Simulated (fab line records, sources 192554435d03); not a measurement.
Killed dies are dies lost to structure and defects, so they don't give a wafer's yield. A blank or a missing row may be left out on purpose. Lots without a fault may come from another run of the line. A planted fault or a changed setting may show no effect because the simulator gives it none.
A struck lot beside a sound one | flow n5_finfet | 14 steps out of a route of 1938
Sound: wafers L238.1, L238.4, L238.5. Struck: wafers L248.1, L248.2, L248.6. The cause comes at the end.
At each step with rows: each side's tool, then ch and its chambers, then its first start. Under that, the readings that differ: sound wafers | struck wafers | difference of the means | sigmas: that difference in standard deviations of wafers without a fault.
alike: readings whose means differ by less than 2 such deviations, and words and numbers that are the same on both sides. not compared: withheld readings, readings that some wafer has no value for, bounds like >300 that may hide the same value, and numbers for which the record gives no deviation and whose values overlap.
The two part at a step that has a row with sigmas, a row that says differs or no value, or rows on one side only. Numbers that don't overlap but have no deviation are shown without sigmas and don't part them. A reading that every wafer of one side lacks parts them only if that side has two wafers or more.

first, 4 steps without rows for these wafers: N5_BEOL_M15_EXPOSE_25 (exposes mask M15, target cd 400 nm); N5_BEOL_M15_PEB_26 (peb time 90 s); N5_BEOL_M15_DEVELOP_27 (develop time 45 s); N5_BEOL_M15_HARDBAKE_32 (time 120 s).
N5_BEOL_M15_CD_MEAS_28: target cd 407.6 nm.
  sound on cd_sem-01 ch 0, day 11 09:49; struck on cd_sem-01 ch 0, day 13 23:23
  alike: cd_nm
N5_BEOL_M15_OVL_MEAS_29:
  sound on overlay-02 ch 0, day 11 09:51; struck on overlay-02 ch 0, day 13 23:25
  alike: M15_OVL
N5_BEOL_M15_INSPECT_30: inspects for defects (macro).
  sound on defect_inspect-02, day 11 09:52; struck on defect_inspect-02, day 13 23:26
  alike: raw_defect_count
N5_BEOL_M15_DESCUM_33: chemistry O2, time 7.9 s.
  sound on rie_diel-05 ch 0,1,2, day 11 09:55; struck on rie_diel-04 ch 2,3, day 13 23:28
  alike: chamber_pressure_mTorr, drypump_motor_current_A, oes_product_au, rf_vpp_V, showerhead_plenum_p_Torr, throttle_valve_pct
  not compared: rf_hours_counter_h
N5_BEOL_M15_ETCH_61: etches BARC in N2/H2, target depth 89 nm, overetch 26.7 nm, time 67.9 s.
  sound on rie_diel-05 ch 0,1,2, day 11 09:56; struck on rie_diel-04 ch 2,3, day 13 23:31
  alike: chamber_pressure_mTorr, drypump_motor_current_A, oes_product_au, rf_vpp_V, showerhead_plenum_p_Torr, throttle_valve_pct
  not compared: rf_hours_counter_h
N5_BEOL_M15_TRENCH_ETCH_34: etches SiO2 in C4F8/O2/Ar, target depth 872.93 nm, time 199 s.
  sound on rie_diel-05 ch 0,1,2, day 11 09:59; struck on rie_diel-04 ch 2,3, day 13 23:34
  alike: chamber_pressure_mTorr, drypump_motor_current_A, oes_product_au, rf_vpp_V, showerhead_plenum_p_Torr, throttle_valve_pct
  not compared: rf_hours_counter_h
N5_BEOL_M15_STRIP_36: strips in O2.
  sound on rie_diel-04 ch 0,1,3, day 11 12:41; struck on rie_diel-05 ch 0,1, day 14 03:46
  reading               | sound          | struck         | difference | sigmas
  oes_product_au (a.u.) | 0.96 0.94 0.89 | 0.68 0.74 0.69 | -0.23      | -3
  alike: chamber_pressure_mTorr, drypump_motor_current_A, rf_vpp_V, showerhead_plenum_p_Torr, throttle_valve_pct
  not compared: rf_hours_counter_h
N5_BEOL_M15_STRIP_62: strips in O2.
  sound on rie_diel-04 ch 0,1,3, day 11 12:43; struck on rie_diel-05 ch 0,1, day 14 03:49
  no value came back on the struck wafers for any of 7 readings (bias_power_w (W), chamber_pressure_mTorr (mTorr) and others); on the sound wafers bias_power_w (W) reads 0 0 0
  reading                                    | sound | struck       | difference | sigmas
  model.BARC_of_BEOL_M15_COAT_60.thk_nm (nm) | 0 0 0 | 88.8 88.8 89 | +88.9      |
  not compared: rf_hours_counter_h
N5_BEOL_M15_STRIP_37: strips in O2.
  sound on rie_diel-04 ch 0,1,3; struck on rie_diel-05 ch 0,1
  reading               | sound          | struck         | difference | sigmas
  oes_product_au (a.u.) | 0.96 0.93 0.88 | 0.68 0.73 0.68 | -0.23      | -3
  alike: chamber_pressure_mTorr, drypump_motor_current_A, rf_vpp_V, showerhead_plenum_p_Torr, throttle_valve_pct
  not compared: rf_hours_counter_h
then, 1 step without rows for these wafers: N5_PASSIVATION_PROBE_49.

WHERE THEY PART
First at N5_BEOL_M15_STRIP_36; last, within this record, at N5_BEOL_M15_STRIP_37.

WHY: what the simulator had put in
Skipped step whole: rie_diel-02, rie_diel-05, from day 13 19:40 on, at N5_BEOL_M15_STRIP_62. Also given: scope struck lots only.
